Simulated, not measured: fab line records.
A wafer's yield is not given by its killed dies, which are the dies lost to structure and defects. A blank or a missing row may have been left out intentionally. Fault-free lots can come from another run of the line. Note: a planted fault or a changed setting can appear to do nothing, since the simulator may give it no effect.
Split-lot trial / flow n5 finfet / 21 wafers read from 7 lots, route of 1938 steps

== ON THE SPLIT ==
At N5_BEOL_M1_EXPOSE_08 (exposes mask M1), the setting dose mj was moved away from the recipe's 33 on 7 of the 21 wafers read, by -6.8% to +6.8%. The other wafers ran this setting at the recipe's value.

== FROM THE SPLIT TO THE READING: what the file shows between them, 2 steps ==
- N5_BEOL_M1_PEB_09: peb time 60 s
- N5_BEOL_M1_DEVELOP_10: develop time 30 s

== THE READING ==
At N5_BEOL_M1_CD_MEAS_11: cd nm in nanometres, against a target cd of 17.05 nm. Fault-free wafers of this fab line usually give 17.07 nm, standard deviation 0.26 nm.

wafer=L074.2; tool, chamber at the split=euv scanner-02, 0; dose mj as run=33; against the recipe=recipe; cd nm, nm=17.17; against lot-mates on the recipe=-
wafer=L074.3; tool, chamber at the split=euv scanner-02, 0; dose mj as run=33.77; against the recipe=+2.3%; cd nm, nm=17.39; against lot-mates on the recipe=+0.30
wafer=L074.6; tool, chamber at the split=euv scanner-02, 0; dose mj as run=33; against the recipe=recipe; cd nm, nm=17.02; against lot-mates on the recipe=-
wafer=L076.1; tool, chamber at the split=euv scanner-02, 0; dose mj as run=30.74; against the recipe=-6.8%; cd nm, nm=15.69; against lot-mates on the recipe=-1.65
wafer=L076.2; tool, chamber at the split=euv scanner-02, 0; dose mj as run=33; against the recipe=recipe; cd nm, nm=17.31; against lot-mates on the recipe=-
wafer=L076.5; tool, chamber at the split=euv scanner-02, 0; dose mj as run=33; against the recipe=recipe; cd nm, nm=17.36; against lot-mates on the recipe=-
wafer=L083.2; tool, chamber at the split=euv scanner-02, 0; dose mj as run=33; against the recipe=recipe; cd nm, nm=17.18; against lot-mates on the recipe=-
wafer=L083.3; tool, chamber at the split=euv scanner-02, 0; dose mj as run=33; against the recipe=recipe; cd nm, nm=17.24; against lot-mates on the recipe=-
wafer=L083.5; tool, chamber at the split=euv scanner-02, 0; dose mj as run=33; against the recipe=recipe; cd nm, nm=17.39; against lot-mates on the recipe=-
wafer=L084.1; tool, chamber at the split=euv scanner-01, 0; dose mj as run=34.9; against the recipe=+5.8%; cd nm, nm=18.28; against lot-mates on the recipe=+1.16
wafer=L084.3; tool, chamber at the split=euv scanner-01, 0; dose mj as run=34.9; against the recipe=+5.8%; cd nm, nm=17.84; against lot-mates on the recipe=+0.72
wafer=L084.6; tool, chamber at the split=euv scanner-01, 0; dose mj as run=33; against the recipe=recipe; cd nm, nm=17.12; against lot-mates on the recipe=-
wafer=L092.1; tool, chamber at the split=euv scanner-02, 0; dose mj as run=34.26; against the recipe=+3.8%; cd nm, nm=18.13; against lot-mates on the recipe=+0.80
wafer=L092.4; tool, chamber at the split=euv scanner-02, 0; dose mj as run=33; against the recipe=recipe; cd nm, nm=17.22; against lot-mates on the recipe=-
wafer=L092.6; tool, chamber at the split=euv scanner-02, 0; dose mj as run=33; against the recipe=recipe; cd nm, nm=17.44; against lot-mates on the recipe=-
wafer=L094.1; tool, chamber at the split=euv scanner-01, 0; dose mj as run=35.25; against the recipe=+6.8%; cd nm, nm=18.49; against lot-mates on the recipe=+1.24
wafer=L094.3; tool, chamber at the split=euv scanner-01, 0; dose mj as run=33; against the recipe=recipe; cd nm, nm=17.21; against lot-mates on the recipe=-
wafer=L094.5; tool, chamber at the split=euv scanner-01, 0; dose mj as run=33; against the recipe=recipe; cd nm, nm=17.29; against lot-mates on the recipe=-
wafer=L095.1; tool, chamber at the split=euv scanner-02, 0; dose mj as run=33; against the recipe=recipe; cd nm, nm=17.07; against lot-mates on the recipe=-
wafer=L095.2; tool, chamber at the split=euv scanner-02, 0; dose mj as run=34.13; against the recipe=+3.4%; cd nm, nm=18.11; against lot-mates on the recipe=+1.01
wafer=L095.4; tool, chamber at the split=euv scanner-02, 0; dose mj as run=33; against the recipe=recipe; cd nm, nm=17.13; against lot-mates on the recipe=-

THE FIT
A straight line over all 21 wafers: cd nm changes by +0.189 nm for each +1% of dose mj; r = +0.95; the points scatter about the line by 0.18 nm.
The same after taking each lot's own level away (the mean of its wafers on the recipe; 21 wafers): +0.201 nm for each +1%; r = +0.97; scatter 0.16 nm.
That fit puts the effect of the largest move of dose mj on the reading at 1.4 nm.
Across the lots, their own levels run from 17.095 to 17.335 nm, a range of 0.9 times the standard deviation given above.
The two slopes are in agreement: the lot-to-lot level therefore moves the slope only a little.
Check: -1.24 nm against its lot-mates is what the line predicts for one of the wafers moved furthest among these (-6.8%) when that wafer is left out of the fit. Against them it came out at -1.65 nm.

== THESE WAFERS: OTHER SPLITS ==
Note: prior to the reading, these wafers also went through further splits. Each is held against what the fit with the lots' levels taken away leaves over:
other split on the same wafers=N5_GATE_CUT_ETCH_56 icp w; wafers away from the commonest value=8; r with cd nm (lot level and that fit taken away)=-0.32
other split on the same wafers=N5_GATE_CUT_ALD_22 ald cycles; wafers away from the commonest value=7; r with cd nm (lot level and that fit taken away)=-0.31
other split on the same wafers=N5_MOL_CONTACT_COAG_COAT_58 spin rpm; wafers away from the commonest value=6; r with cd nm (lot level and that fit taken away)=+0.32
other split on the same wafers=N5_MOL_CONTACT_COAG_COAT_78 spin rpm; wafers away from the commonest value=8; r with cd nm (lot level and that fit taken away)=-0.20
other split on the same wafers=N5_BEOL_M0_SAQP_SPACER1_ALD_98 temp c; wafers away from the commonest value=4; r with cd nm (lot level and that fit taken away)=+0.12
other split on the same wafers=N5_BEOL_M0_SAQP_ETCH_106 target depth a; wafers away from the commonest value=8; r with cd nm (lot level and that fit taken away)=+0.04
other split on the same wafers=N5_BEOL_M1_COAT_61 spin rpm; wafers away from the commonest value=8; r with cd nm (lot level and that fit taken away)=+0.29

== THE WHOLE CHAIN: every reading that the file lists as answering this split, in the file's order ==
step=N5_BEOL_M1_CD_MEAS_11; what it does=target cd 17.05 nm; reading=cd nm; change (the file's fit)=+0.204 nm for each +1% of the setting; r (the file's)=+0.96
step=N5_BEOL_M1_ETCH_74; what it does=etches underlayer in N2/H2, target depth 6.5 nm, time 5.2 s; reading=BEOL_M1.cd offset nm (the simulator's own value, which no gauge read); change (the file's fit)=+0.199 nm for each +1% of the setting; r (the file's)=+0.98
step=N5_BEOL_M1_ETCH_63; what it does=etches SiARC in CF4, target depth 15.6 nm, time 26 s; reading=BEOL_M1.cd offset nm (the simulator's own value, which no gauge read); change (the file's fit)=+0.212 nm for each +1% of the setting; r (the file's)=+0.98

== THE FILE'S OWN FIT ==
cd nm changes by +0.204 nm for each +1% of dose mj, r = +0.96.
